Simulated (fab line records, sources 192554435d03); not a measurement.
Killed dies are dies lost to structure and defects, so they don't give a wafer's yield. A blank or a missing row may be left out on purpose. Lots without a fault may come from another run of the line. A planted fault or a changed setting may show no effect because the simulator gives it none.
Split-lot experiment | flow n5_finfet | 7 lots, 39 wafers read, on a route of 1938 steps

THE SPLIT
At N5_MOL_CONTACT_COAG_ALD_123 (deposits SiNx, target thk 5 nm, pulse time 1 s, purge time 2 s), the setting ald_cycles was moved away from the recipe's 100 on 12 of the 39 wafers read, by -5.0% to +14.0%. The other wafers ran this setting at the recipe's value.

FROM THE SPLIT TO THE READING: what the file shows between them, 5 steps
- N5_MOL_CONTACT_COAG_ETCHBACK_134: etches SiO2 in CHF3, target depth 10 nm, time 6.7 s (also split here: time_s)
- N5_MOL_CONTACT_COAG_ETCH_67: etches SOC in N2/H2, target depth 60 nm, overetch 21 nm, time 101.2 s
- N5_MOL_CONTACT_COAG_STRIP_68: strips in N2/H2
- N5_MOL_CONTACT_COAG_STRIP_120: strips in CHF3
- N5_MOL_CONTACT_COAG_VIA_ETCH_117: etches SiO2 in C4F6/O2, target depth 40 nm, overetch 8 nm, time 26 s

THE READING
etch.depth_nm (the simulator's own value, which no gauge read), in nm, at N5_MOL_CONTACT_COAG_ETCH_124 (etches SiNx in CH3F/O2, stops on SiOC, target depth 6.5 nm). The file gives no usual value for it. The 27 wafers here that ran the recipe average 4.997 nm, standard deviation 0.017 nm.

wafer  | tool, chamber at the split | ald_cycles as run | against the recipe | etch.depth_nm, nm | against lot-mates on the recipe
L075.1 | ald_sin-04, 2,3,0,1,0,3    | 100               | recipe             | 5.033             | -
L075.2 | ald_sin-04, 2,3,0,1,0,3    | 100               | recipe             | 4.975             | -
L075.3 | ald_sin-04, 2,3,0,1,0,3    | 100               | recipe             | 4.989             | -
L075.4 | ald_sin-04, 2,3,0,1,0,3    | 100               | recipe             | 5.01              | -
L075.5 | ald_sin-04, 2,3,0,1,0,3    | 100               | recipe             | 5.006             | -
L075.6 | ald_sin-04, 2,3,0,1,0,3    | 100               | recipe             | 4.97              | -
L077.1 | ald_sin-02, 0,1,3          | 100               | recipe             | 5.022             | -
L077.3 | ald_sin-02, 0,1,3          | 100               | recipe             | 5.025             | -
L077.4 | ald_sin-02, 0,1,3          | 100               | recipe             | 5.007             | -
L078.1 | ald_sin-02, 0,3,2          | 100               | recipe             | 5.013             | -
L078.2 | ald_sin-02, 2,1,3          | 114               | +14.0%             | 5.682             | +0.696
L078.3 | ald_sin-02, 0,3,2          | 100               | recipe             | 4.975             | -
L078.4 | ald_sin-02, 2,1,3          | 114               | +14.0%             | 5.696             | +0.710
L078.5 | ald_sin-02, 2,1,3          | 114               | +14.0%             | 5.685             | +0.699
L078.6 | ald_sin-02, 0,3,2          | 100               | recipe             | 4.971             | -
L079.1 | ald_sin-02, 3,0,0          | 112               | +12.0%             | 5.563             | +0.580
L079.2 | ald_sin-02, 2,1,1          | 100               | recipe             | 4.986             | -
L079.3 | ald_sin-02, 3,0,0          | 112               | +12.0%             | 5.603             | +0.620
L079.4 | ald_sin-02, 2,1,1          | 100               | recipe             | 4.981             | -
L079.6 | ald_sin-02, 2,1,1          | 100               | recipe             | 4.981             | -
L079.5 | ald_sin-02, 3,0,0          | 112               | +12.0%             | 5.594             | +0.611
L081.1 | ald_sin-04, 0,3,0          | 109               | +9.0%              | 5.471             | +0.464
L081.2 | ald_sin-04, 1,2,3          | 100               | recipe             | 5.014             | -
L081.3 | ald_sin-04, 1,2,3          | 100               | recipe             | 5.014             | -
L081.4 | ald_sin-04, 1,2,3          | 100               | recipe             | 4.993             | -
L081.5 | ald_sin-04, 0,3,0          | 109               | +9.0%              | 5.459             | +0.452
L081.6 | ald_sin-04, 0,3,0          | 109               | +9.0%              | 5.427             | +0.420
L082.1 | ald_sin-01, 2,3,0,1,2,3    | 100               | recipe             | 4.99              | -
L082.2 | ald_sin-01, 2,3,0,1,2,3    | 100               | recipe             | 4.988             | -
L082.3 | ald_sin-01, 2,3,0,1,2,3    | 100               | recipe             | 5.002             | -
L082.4 | ald_sin-01, 2,3,0,1,2,3    | 100               | recipe             | 5.008             | -
L082.5 | ald_sin-01, 2,3,0,1,2,3    | 100               | recipe             | 5.001             | -
L082.6 | ald_sin-01, 2,3,0,1,2,3    | 100               | recipe             | 4.992             | -
L092.1 | ald_sin-04, 3,0,1          | 100               | recipe             | 4.98              | -
L092.2 | ald_sin-04, 0,2,1          | 95                | -5.0%              | 4.764             | -0.227
L092.3 | ald_sin-04, 0,2,1          | 95                | -5.0%              | 4.725             | -0.266
L092.4 | ald_sin-04, 0,2,1          | 95                | -5.0%              | 4.743             | -0.248
L092.5 | ald_sin-04, 3,0,1          | 100               | recipe             | 4.989             | -
L092.6 | ald_sin-04, 3,0,1          | 100               | recipe             | 5.004             | -
Where a row lists several chambers, the file gives one row for several wafers and doesn't say which wafer went through which chamber.

THE FIT
A straight line over all 39 wafers: etch.depth_nm changes by +0.0496 nm for each +1% of ald_cycles; r = +1.00; the points scatter about the line by 0.017 nm.
The same after taking each lot's own level away (the mean of its wafers on the recipe; 39 wafers): +0.05 nm for each +1%; r = +1.00; scatter 0.015 nm.
On that fit, the largest move of ald_cycles shifts the reading by 0.7 nm.
The lots' own levels span 4.9827 to 5.0180 nm, that is 2.1 times the standard deviation above.
So the lot-to-lot level changes the slope little: the two slopes agree.
Check: with one of the wafers moved furthest among these (+14.0%) left out of the fit, the line predicts +0.701 nm for it against its lot-mates. It came out at +0.696 nm against them.

OTHER SPLITS ON THESE WAFERS
These wafers also went through other splits before the reading. Each is held against what the fit with the lots' levels taken away leaves over:
other split on the same wafers          | wafers away from the commonest value | r with etch.depth_nm (lot level and that fit taken away)
N5_WELL_APT_EXPOSE_05 dose_mj           | 15                                   | -0.36
N5_FIN_SAQP_SPACER1_ALD_24 temp_c       | 18                                   | -0.08
N5_DUMMY_GATE_ETCH_37 source_w          | 12                                   | +0.16
N5_HKMG_FIN_ETCH_35 target_depth_a      | 15                                   | -0.13
N5_MOL_CONTACT_COAG_ETCHBACK_134 time_s | 9                                    | -0.17

THE WHOLE CHAIN: every reading that the file lists as answering this split, in the file's order
step                         | what it does                                                   | reading                                                                                  | change (the file's fit)                | r (the file's)
N5_MOL_CONTACT_COAG_ALD_123  | deposits SiNx, target thk 5 nm, pulse time 1 s, purge time 2 s | SiNx_of_MOL_CONTACT_COAG_ALD_123.thk_nm (the simulator's own value, which no gauge read) | +0.0453 nm for each +1% of the setting | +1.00
N5_MOL_CONTACT_COAG_ETCH_124 | etches SiNx in CH3F/O2, stops on SiOC, target depth 6.5 nm     | etch.depth_nm (the simulator's own value, which no gauge read)                           | +0.05 nm for each +1% of the setting   | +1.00

THE FILE'S OWN FIT
etch.depth_nm changes by +0.05 nm for each +1% of ald_cycles, r = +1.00.
